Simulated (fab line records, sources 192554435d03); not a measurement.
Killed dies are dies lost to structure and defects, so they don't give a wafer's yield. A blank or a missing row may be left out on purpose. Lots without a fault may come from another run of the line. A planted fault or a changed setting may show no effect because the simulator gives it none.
fab line records | flow n5_finfet | part 1 of 2: steps 1 to 24 of 32
record lots=5 wafers=15 last_day=18
route steps=1938 shown BEOL_M11@1593 BEOL_M12@1602
lots that met no fault: from a run of the same line without faults
start_h: hours from the record's first day to the start of the lot's first wafer shown | wait_h: hours since the lot's step before | " the same as in the row above | L1.1+2: a row that stands for several wafers | - no value, or no start given | * or withheld: withheld | < > ~ a bound
route shown NAME@n: a module of which the file shows steps, and the number in the route of the first | usual: mean/standard deviation of fault-free wafers | same: alike in all rows | chamber/n: place in a boat | sites: the reading at each site | _std_site: their standard deviation | _edge_site: outer sites' mean less inner sites' | radius_mm: how far each site lies from the wafer's centre | mask NAME#n: copy n | behind: the tool/chamber that last shaped the wafer | hold: why the lot was held/for how many hours/how that ended | device: the transistor (n, p or np) that didn't switch | end of line: the same wafers' tests at the end of the route | a step without rows: its recipe alone | killed: dies lost to structure and defects at the first sort, not the wafer's yield | map: a wafer's dies, x killed, . not, _ none there
set.NAME: the setting as run; set.NAME@STEP: as run at that earlier step | model.NAME: the simulator's own value behind a step, which no gauge read
lots at some steps of the route; a table a step, a row a wafer
services: from which hour (start_h, from the record's first day; less than 0 if before it) a tool's chamber was out of use, for how many hours, and why
## steps
# step N5_BEOL_M11_SPUTTER_48
# recipe material=Cu target_thk_a=120 temp_c=-20 bias_v=60 power_w=26000 chamber_pressure_pa=0.13 time_s=2
# usual chuck_sensor_temp_C=-15.9/0.5 throttle_valve_pct=29.8/1.1
# columns lot.wafer tool chamber start_h wait_h chuck_sensor_temp_C throttle_valve_pct
L078.1 pvd_sputter-02 - 268.51 0.1 -15.7 31.6
L078.3 " - " " -16.1 29.4
L078.5 " - " " -15.7 31.5
L080.2 pvd_sputter-02 - 287.71 0.1 -15.7 31.9
L080.4 " - " " -15.3 29.7
L080.6 " - " " -15.0 29.8
L086.2 pvd_sputter-02 - 328.60 0.2 -15.7 31.5
L086.4 " - " " -15.0 29.6
L086.6 " - " " -15.1 29.5
L091.1 pvd_sputter-03 - 343.69 0.2 -16.7 30.3
L091.3 " - " " -16.3 28.4
L091.4 " - " " -16.3 31.3
L096.3 pvd_sputter-03 - 388.67 0.1 -16.1 28.3
L096.4 " - " " -16.3 31.3
L096.6 " - " " -16.2 31.2
# step N5_BEOL_M11_ECD_50
# recipe material=Cu target_thk_a=3180
# columns lot.wafer tool chamber start_h wait_h
L078.1+3+5 ecd_cu-01 0,1,1 268.63 0.1
L080.2+4+6 ecd_cu-01 0,1,1 287.83 0.1
L086.2+4+6 ecd_cu-02 0,1,0 328.72 0.1
L091.1+3+4 ecd_cu-01 1,1,0 343.81 0.1
L096.3+4+6 ecd_cu-02 0,1,1 388.81 0.1
# step N5_BEOL_M11_ANNEAL_51
# recipe temp_c=225 time_s=90 ambient=N2
# usual wafer_temp_C_max=225.9/0.32
# columns lot.wafer tool chamber start_h wait_h wafer_temp_C_max
L078.1 rtp_anneal-02 0 268.74 0.1 225.6
L078.3 " 0 " " 225.6
L078.5 " 0 " " 226.0
L080.2 rtp_anneal-02 0 288.19 0.3 225.4
L080.4 " 0 " " 225.8
L080.6 " 0 " " 225.7
L086.2 rtp_anneal-01 0 328.88 0.1 226.2
L086.4 " 0 " " 226.3
L086.6 " 0 " " 226.2
L091.1 rtp_anneal-01 0 343.92 0.1 225.6
L091.3 " 0 " " 226.1
L091.4 " 0 " " 226.2
L096.3 rtp_anneal-01 0 388.98 0.1 226.1
L096.4 " 0 " " 227.0
L096.6 " 0 " " 226.6
# step N5_BEOL_M11_CMP_52
# recipe stop_on=SiCOH_lowk t_overpolish_s=7 down_force_psi=1 platen_rpm=50 clearing_platen_down_force_psi=1.5 clearing_platen_rpm=50 post_cmp_clean=cu_alkaline target_thk_nm=140 clearing_platen_pad_velocity_m_s=0.99484 pad_velocity_m_s=0.99484
# usual barrier_field_endpoint_s=29.1/0.82 motor_current_A=6.0/0.6 overpolish_run_s=7.000/0.0092 time_to_endpoint_s=66/3.7
# columns lot.wafer tool chamber start_h wait_h barrier_field_endpoint_s motor_current_A overpolish_run_s time_to_endpoint_s
L078.1 cmp-01 3 269.09 0.3 28.9 5.4 6.994 65
L078.3 " 0 " " 29.0 6.4 6.988 66
L078.5 " 3 " " 28.4 5.3 7.008 64
L080.2 cmp-01 0 288.44 0.2 27.9 6.4 7.003 66
L080.4 " 1 " " 29.9 6.6 7.009 74
L080.6 " 1 " " 29.6 6.0 7.016 73
L086.4 cmp-03 2 329.20 0.2 28.5 5.9 7.010 60
L086.2 " 3 " " 28.7 5.0 6.990 66
L086.6 " 1 " " 29.7 6.2 6.991 70
L091.1 cmp-04 0 344.22 0.3 28.3 6.1 7.011 65
L091.4 " 1 " " 28.1 6.2 7.018 67
L091.3 " 3 " " 29.5 7.3 6.985 71
L096.4 cmp-01 0 389.19 0.1 29.3 6.5 6.991 65
L096.3 " 2 " " 27.7 5.9 6.990 62
L096.6 " 0 " " 29.5 6.4 6.997 67
# step N5_BEOL_M11_THK_MEAS_53
# recipe thk_meas_gauge=xrf reads=Cu_of_BEOL_M11_ECD_50
# usual M11_THK=141/3.2
# columns lot.wafer tool chamber start_h wait_h M11_THK[nm]
L078.1 film_metro-01 - 269.35 - 139
L078.3 " - " " 136
L078.5 " - " " 139
L080.2 film_metro-02 - 288.74 - 140
L080.4 " - " " 144
L080.6 " - " " 141
L086.2 film_metro-02 - 329.42 - 140
L086.4 " - " " 139
L086.6 " - " " 141
L091.1 film_metro-02 - 344.51 - 138
L091.3 " - " " 142
L091.4 " - " " 148
L096.3 film_metro-01 - 389.49 - 141
L096.4 " - " " 148
L096.6 " - " " 142
# step N5_BEOL_M11_PRE_CLEAN_55
# recipe gas=NH3 time_s=15 temp_c=withheld rf_power_w=300
# columns lot.wafer tool chamber start_h wait_h
L078.1+3+5 pecvd-04 1,2,0 269.38 0.0
L080.2+4+6 pecvd-04 2,2,0 288.77 0.0
L086.2+4+6 pecvd-02 2,1,0 329.46 0.0
L091.1+3+4 pecvd-01 2,0,2 344.55 0.0
L096.3+4+6 pecvd-01 0,2,0 389.52 0.0
# step N5_BEOL_M11_DEP_56
# recipe material=SiCN target_thk_a=300 temp_c=withheld precursor=3MS/NH3 pressure_torr=3 rf_w=675 time_s=10.5
# usual showerhead_plenum_p_Torr=4.154/0.018 throttle_valve_pct=18.0/0.97
# columns lot.wafer tool chamber start_h wait_h showerhead_plenum_p_Torr throttle_valve_pct
L078.1 pecvd-04 1 269.41 0.0 4.132 19.2
L078.3 " 2 " " 4.165 17.1
L078.5 " 0 " " 4.122 17.0
L080.2 pecvd-04 2 288.80 0.0 4.164 17.1
L080.4 " 2 " " 4.173 17.0
L080.6 " 0 " " 4.118 17.1
L086.2 pecvd-02 2 329.48 0.0 4.158 16.9
L086.4 " 1 " " 4.139 17.4
L086.6 " 0 " " 4.151 17.5
L091.1 pecvd-01 2 344.57 0.0 4.170 17.4
L091.3 " 0 " " 4.175 18.4
L091.4 " 2 " " 4.169 17.2
L096.3 pecvd-01 0 389.55 0.0 4.180 18.6
L096.4 " 2 " " 4.170 17.7
L096.6 " 0 " " 4.182 18.7
# step N5_BEOL_M11_RS_MEAS_57
# recipe thk_meas_gauge=four-point-probe reads=Cu_of_BEOL_M11_ECD_50+Co_of_BEOL_M11_CVD_75+TaN_of_BEOL_M11_ALD_74
# usual M11_RS=0.152/0.0036
# columns lot.wafer tool chamber start_h wait_h M11_RS[ohm/sq]
L078.1 film_metro-02 - 269.47 0.0 0.151
L078.3 " - " " 0.154
L078.5 " - " " 0.151
L080.2 film_metro-02 - 288.86 0.0 0.152
L080.4 " - " " 0.148
L080.6 " - " " 0.151
L086.2 film_metro-02 - 329.55 0.0 0.153
L086.4 " - " " 0.154
L086.6 " - " " 0.152
L091.1 film_metro-02 - 344.63 0.0 0.155
L091.3 " - " " 0.150
L091.4 " - " " 0.143
L096.3 film_metro-01 - 389.61 0.0 0.150
L096.4 " - " " 0.143
L096.6 " - " " 0.150
# step N5_BEOL_M11_INSPECT_58
# recipe inspect_instrument=darkfield mode=post_dep
# usual raw_defect_count=76/29
# columns lot.wafer tool chamber start_h wait_h raw_defect_count
L078.1 defect_inspect-01 - 269.50 0.0 63
L078.3 " - " " 83
L078.5 " - " " 82
L080.2 defect_inspect-02 - 288.89 0.0 75
L080.4 " - " " 62
L080.6 " - " " 49
L086.2 defect_inspect-01 - 329.57 0.0 34
L086.4 " - " " 45
L086.6 " - " " 69
L091.1 defect_inspect-02 - 344.66 0.0 80
L091.3 " - " " 88
L091.4 " - " " 52
L096.3 defect_inspect-01 - 389.64 0.0 46
L096.4 " - " " 67
L096.6 " - " " 30
# step N5_BEOL_M12_ILD_DEP_00
# recipe material=SiOC target_thk_a=6589.2 temp_c=350 precursor=DEMS/O2 pressure_torr=5 rf_w=500 time_s=130.7
# usual heater_power_w=459/42 showerhead_plenum_p_Torr=5.694/0.013 throttle_valve_pct=11.7/0.57
# columns lot.wafer tool chamber start_h wait_h heater_power_w showerhead_plenum_p_Torr throttle_valve_pct
L078.1 pecvd-02 2 269.53 0.0 466 5.693 11.1
L078.3 " 0 " " 487 5.703 11.6
L078.5 " 2 " " 494 5.722 11.1
L080.2 pecvd-03 1 288.93 0.0 382 5.710 11.4
L080.4 " 0 " " 403 5.685 12.3
L080.6 " 1 " " 395 5.715 11.5
L086.2 pecvd-03 1 329.61 0.0 419 5.701 11.3
L086.4 " 0 " " 397 5.681 12.3
L086.6 " 0 " " 430 5.687 12.5
L091.1 pecvd-01 0 344.70 0.0 571 5.705 12.3
L091.3 " 2 " " 407 5.678 11.4
L091.4 " 0 " " 460 5.723 12.6
L096.3 pecvd-01 0 389.68 0.0 552 5.689 12.2
L096.4 " 2 " " 396 5.689 11.5
L096.6 " 0 " " 542 5.706 12.2
# step N5_BEOL_M12_THK_MEAS_01
# recipe reads=SiOC_of_BEOL_M12_ILD_DEP_00
# usual M12_ILD_THK=660/8.5
# columns lot.wafer tool chamber start_h wait_h M12_ILD_THK[nm]
L078.1 film_metro-02 - 269.67 0.1 664
L078.3 " - " " 667
L078.5 " - " " 679
L080.2 film_metro-02 - 289.06 0.1 662
L080.4 " - " " 659
L080.6 " - " " 670
L086.2 film_metro-01 - 329.79 0.1 652
L086.4 " - " " 651
L086.6 " - " " 660
L091.1 film_metro-02 - 344.83 0.1 659
L091.3 " - " " 654
L091.4 " - " " 674
L096.3 film_metro-01 - 389.81 0.1 653
L096.4 " - " " 666
L096.6 " - " " 666
# step N5_BEOL_M12_COAT_58
# recipe resist=BARC temp_c=205 time_s=60 spin_rpm=1500 resist_thk_nm=89
# usual exhaust_pa=44.7/0.77
# columns lot.wafer tool chamber start_h wait_h exhaust_pa
L078.1 litho_track-05 0 269.70 0.0 44.4
L078.3 " 0 " " 43.9
L078.5 " 0 " " 44.1
L080.2 litho_track-03 0 289.09 0.0 44.4
L080.4 " 0 " " 46.0
L080.6 " 0 " " 45.2
L086.2 litho_track-05 0 329.82 0.0 44.7
L086.4 " 0 " " 45.1
L086.6 " 0 " " 45.6
L091.1 litho_track-05 0 344.86 0.0 44.4
L091.3 " 0 " " 44.4
L091.4 " 0 " " 45.6
L096.3 litho_track-01 0 389.84 0.0 45.1
L096.4 " 0 " " 44.7
L096.6 " 0 " " 44.8
# step N5_BEOL_M12_COAT_04
# recipe spin_rpm=1625 resist_thk_nm=400
# usual exhaust_pa=45.0/0.91
# columns lot.wafer tool chamber start_h wait_h exhaust_pa
L078.1 litho_track-05 0 - - 45.2
L078.3 " 0 " " 45.3
L078.5 " 0 " " 46.6
L080.2 litho_track-03 0 - - 44.4
L080.4 " 0 " " 46.2
L080.6 " 0 " " 45.3
L086.2 litho_track-05 0 - - 44.1
L086.4 " 0 " " 43.9
L086.6 " 0 " " 45.1
L091.1 litho_track-05 0 - - 45.0
L091.3 " 0 " " 43.6
L091.4 " 0 " " 46.2
L096.3 litho_track-01 0 - - 44.7
L096.4 " 0 " " 44.9
L096.6 " 0 " " 45.3
# step N5_BEOL_M12_EBR_06
# recipe solvent=PGMEA ebr_width_mm=1.5
# usual exhaust_pa=44.9/0.9
# columns lot.wafer tool chamber start_h wait_h exhaust_pa
L078.1 litho_track-05 0 - - 43.9
L078.3 " 0 " " 44.7
L078.5 " 0 " " 44.9
L080.2 litho_track-03 0 - - 44.7
L080.4 " 0 " " 46.6
L080.6 " 0 " " 45.4
L086.2 litho_track-05 0 - - 44.5
L086.4 " 0 " " 45.0
L086.6 " 0 " " 45.0
L091.1 litho_track-05 0 - - 44.5
L091.3 " 0 " " 45.6
L091.4 " 0 " " 46.0
L096.3 litho_track-01 0 - - 44.3
L096.4 " 0 " " 44.8
L096.6 " 0 " " 45.2
# step N5_BEOL_M12_SOFTBAKE_05
# recipe temp_c=130 time_s=60
# usual exhaust_pa=44.9/0.88
# columns lot.wafer tool chamber start_h wait_h exhaust_pa
L078.1 litho_track-05 0 - - 44.3
L078.3 " 0 " " 44.3
L078.5 " 0 " " 44.3
L080.2 litho_track-03 0 - - 45.4
L080.4 " 0 " " 43.9
L080.6 " 0 " " 45.6
L086.2 litho_track-05 0 - - 45.1
L086.4 " 0 " " 44.2
L086.6 " 0 " " 46.2
L091.1 litho_track-05 0 - - 45.6
L091.3 " 0 " " 44.9
L091.4 " 0 " " 44.5
L096.3 litho_track-01 0 - - 45.1
L096.4 " 0 " " 46.4
L096.6 " 0 " " 44.4
# step N5_BEOL_M12_EXPOSE_07
# recipe mask_id=V11 na=0.93 source_shape=conventional sigma_outer=0.6 polarization=unpolarized attpsm_phase_deg=180 dose_mj=32.5
# columns lot.wafer tool chamber start_h wait_h mask
L078.1+3+5 krf_scanner-02 0 269.92 - V11#0
L080.2+4+6 krf_scanner-02 0 289.20 - V11#0
L086.2+4+6 krf_scanner-01 0 329.93 - V11#0
L091.1+3+4 krf_scanner-02 0 345.08 - V11#0
L096.3+4+6 krf_scanner-01 0 389.95 - V11#0
# step N5_BEOL_M12_PEB_08
# recipe peb_temp_c=130 peb_time_s=90
# usual exhaust_pa=45.1/0.9
# columns lot.wafer tool chamber start_h wait_h exhaust_pa
L078.1 litho_track-03 0 269.98 0.1 44.0
L078.3 " 0 " " 43.0
L078.5 " 0 " " 44.1
L080.2 litho_track-03 0 289.25 0.0 45.0
L080.4 " 0 " " 45.0
L080.6 " 0 " " 45.1
L086.2 litho_track-05 0 329.98 0.0 46.1
L086.4 " 0 " " 44.7
L086.6 " 0 " " 45.4
L091.1 litho_track-05 0 345.14 0.1 45.6
L091.3 " 0 " " 45.8
L091.4 " 0 " " 45.6
L096.3 litho_track-05 0 390.00 0.0 45.7
L096.4 " 0 " " 46.1
L096.6 " 0 " " 46.4
# step N5_BEOL_M12_DEVELOP_09
# recipe develop_time_s=45 rinse_liquid=diw dry=air_spin dev_temp_c=21
# usual exhaust_pa=44.8/0.81
# columns lot.wafer tool chamber start_h wait_h exhaust_pa
L078.1 litho_track-03 0 - - 45.8
L078.3 " 0 " " 46.0
L078.5 " 0 " " 44.5
L080.2 litho_track-03 0 - - 45.1
L080.4 " 0 " " 43.3
L080.6 " 0 " " 45.3
L086.2 litho_track-05 0 - - 44.6
L086.4 " 0 " " 45.7
L086.6 " 0 " " 44.6
L091.1 litho_track-05 0 - - 45.0
L091.3 " 0 " " 45.9
L091.4 " 0 " " 46.4
L096.3 litho_track-05 0 - - 44.0
L096.4 " 0 " " 44.6
L096.6 " 0 " " 45.2
# step N5_BEOL_M12_HARDBAKE_14
# recipe temp_c=130 time_s=120
# usual exhaust_pa=45.1/0.93
# columns lot.wafer tool chamber start_h wait_h exhaust_pa
L078.1 litho_track-03 0 - - 46.7
L078.3 " 0 " " 46.1
L078.5 " 0 " " 45.5
L080.2 litho_track-03 0 - - 44.9
L080.4 " 0 " " 44.3
L080.6 " 0 " " 44.5
L086.2 litho_track-05 0 - - 43.8
L086.4 " 0 " " 44.5
L086.6 " 0 " " 43.5
L091.1 litho_track-05 0 - - 43.9
L091.3 " 0 " " 45.2
L091.4 " 0 " " 45.0
L096.3 litho_track-05 0 - - 46.0
L096.4 " 0 " " 46.7
L096.6 " 0 " " 45.1
# step N5_BEOL_M12_CD_MEAS_10
# recipe target_cd_nm=140 landing_energy_ev=500 detector=se_inlens polarity=opening
# usual cd_nm=140.5/1.9
# columns lot.wafer tool chamber start_h wait_h cd_nm
L078.1 cd_sem-01 0 270.09 - 143.0
L078.3 " 0 " " 141.5
L078.5 " 0 " " 143.7
L080.2 cd_sem-03 0 289.36 - 138.7
L080.4 " 0 " " 143.3
L080.6 " 0 " " 139.1
L086.2 cd_sem-02 0 330.10 - 138.9
L086.4 " 0 " " 139.6
L086.6 " 0 " " 141.2
L091.1 cd_sem-02 0 345.26 - 138.4
L091.3 " 0 " " 138.7
L091.4 " 0 " " 138.9
L096.3 cd_sem-03 0 390.11 - 140.0
L096.4 " 0 " " 138.3
L096.6 " 0 " " 137.7
# step N5_BEOL_M12_OVL_MEAS_11
# recipe points_per_wafer=44
# usual V11_OVL=1/5.4
# columns lot.wafer tool chamber start_h wait_h V11_OVL[nm]
L078.1 overlay-02 0 270.12 0.0 4
L078.3 " 0 " " 0
L078.5 " 0 " " 5
L080.2 overlay-01 0 289.39 0.0 4
L080.4 " 0 " " 3
L080.6 " 0 " " 9
L086.2 overlay-02 0 330.12 0.0 1
L086.4 " 0 " " 1
L086.6 " 0 " " -1
L091.1 overlay-01 0 345.29 0.0 -4
L091.3 " 0 " " -2
L091.4 " 0 " " -14
L096.3 overlay-02 0 390.14 0.0 6
L096.4 " 0 " " 3
L096.6 " 0 " " 6
# step N5_BEOL_M12_INSPECT_12
# recipe mode=adi inspect_instrument=macro
# usual raw_defect_count=2.3/1.4
# columns lot.wafer tool chamber start_h wait_h raw_defect_count
L078.1 defect_inspect-02 - 270.15 0.0 2
L078.3 " - " " 1
L078.5 " - " " 1
L080.2 defect_inspect-02 - 289.42 0.0 5
L080.4 " - " " 2
L080.6 " - " " 0
L086.2 defect_inspect-02 - 330.15 0.0 2
L086.4 " - " " 1
L086.6 " - " " 3
L091.1 defect_inspect-02 - 345.31 0.0 2
L091.3 " - " " 2
L091.4 " - " " 2
L096.3 defect_inspect-02 - 390.17 0.0 5
L096.4 " - " " 2
L096.6 " - " " 4
# step N5_BEOL_M12_DESCUM_15
# recipe chemistry=O2 time_s=7.9 source_power_w=50 bias_power_w=20 pressure_mtorr=20 rf_frequency_hz=2.712e+07 temp_c=40 o2_flow_sccm=225
# usual drypump_motor_current_A=5.5/0.35 oes_product_au=0.76/0.082 rf_vpp_V=243.0/1.2 showerhead_plenum_p_Torr=2.07/0.07 throttle_valve_pct=20.58/0.25
# columns lot.wafer tool chamber start_h wait_h drypump_motor_current_A oes_product_au rf_hours_counter_h rf_vpp_V showerhead_plenum_p_Torr throttle_valve_pct
L078.1 rie_diel-02 2 270.34 0.2 5.3 0.69 229 241.2 1.98 20.96
L078.3 " 3 " " 5.1 0.72 212 243.9 2.17 21.02
L078.5 " 3 " " 5.1 0.71 - 244.8 2.17 21.01
L080.2 rie_diel-06 2 289.45 0.0 5.1 0.67 237 244.2 2.13 20.44
L080.4 " 3 " " 5.9 0.72 210 242.1 1.98 20.55
L080.6 " 0 " " 5.2 0.68 - 243.4 2.16 21.00
L086.2 rie_diel-02 0 330.18 0.0 6.2 0.73 208 241.4 1.99 20.33
L086.4 " 2 " " 5.3 0.67 247 240.8 1.97 20.97
L086.6 " 3 " " 5.1 0.69 - 244.6 2.17 21.06
L091.1 rie_diel-01 1 345.35 0.0 5.8 0.83 85 242.6 2.10 20.35
L091.3 " 0 " " 5.7 0.78 129 241.5 2.10 20.61
L091.4 " 2 " " 5.7 0.76 155 243.9 2.10 20.69
L096.3 rie_diel-02 2 390.30 0.1 5.3 0.93 10 245.3 2.23 20.67
L096.4 " 1 " " 5.2 0.70 - 242.8 2.08 20.64
L096.6 " 0 " " 6.1 0.70 - 241.7 1.98 20.39
# step N5_BEOL_M12_ETCH_59
# recipe chemistry=N2/H2 target=BARC target_depth_a=890 overetch_a=267 time_s=67.9 ion_energy_ev=200 pressure_mtorr=30 source_w=840 bias_w=150 n2_flow_sccm=200 h2_flow_sccm=200
# usual drypump_motor_current_A=5.5/0.34 oes_product_au=0.65/0.067 rf_vpp_V=523.2/2.4 showerhead_plenum_p_Torr=2.52/0.079 throttle_valve_pct=18.05/0.23
# columns lot.wafer tool chamber start_h wait_h drypump_motor_current_A oes_product_au rf_hours_counter_h rf_vpp_V showerhead_plenum_p_Torr throttle_valve_pct
L078.1 rie_diel-02 2 270.38 0.0 5.3 0.60 229 519.9 2.39 18.36
L078.3 " 3 " " 5.1 0.62 212 525.5 2.64 18.51
L078.5 " 3 " " 5.1 0.62 - 527.7 2.64 18.50
L080.2 rie_diel-06 2 289.49 0.0 5.1 0.58 237 527.1 2.61 18.02
L080.4 " 3 " " 5.9 0.62 210 520.1 2.43 18.17
L080.6 " 0 " " 5.2 0.59 - 525.2 2.60 18.19
L086.2 rie_diel-02 0 330.22 0.0 6.2 0.63 208 520.0 2.41 17.90
L086.4 " 2 " " 5.3 0.59 247 519.5 2.38 18.39
L086.6 " 3 " " 5.1 0.61 - 526.0 2.63 18.55
L091.1 rie_diel-01 1 345.38 0.0 5.7 0.70 85 524.6 2.55 17.70
L091.3 " 0 " " 5.8 0.66 129 525.1 2.55 18.05
L091.4 " 2 " " 5.7 0.64 155 524.5 2.54 18.20
L096.3 rie_diel-02 2 390.33 0.0 5.3 0.79 10 527.4 2.70 18.02
L096.4 " 1 " " 5.2 0.60 - 522.0 2.52 18.01
L096.6 " 0 " " 6.2 0.60 - 519.4 2.40 17.93
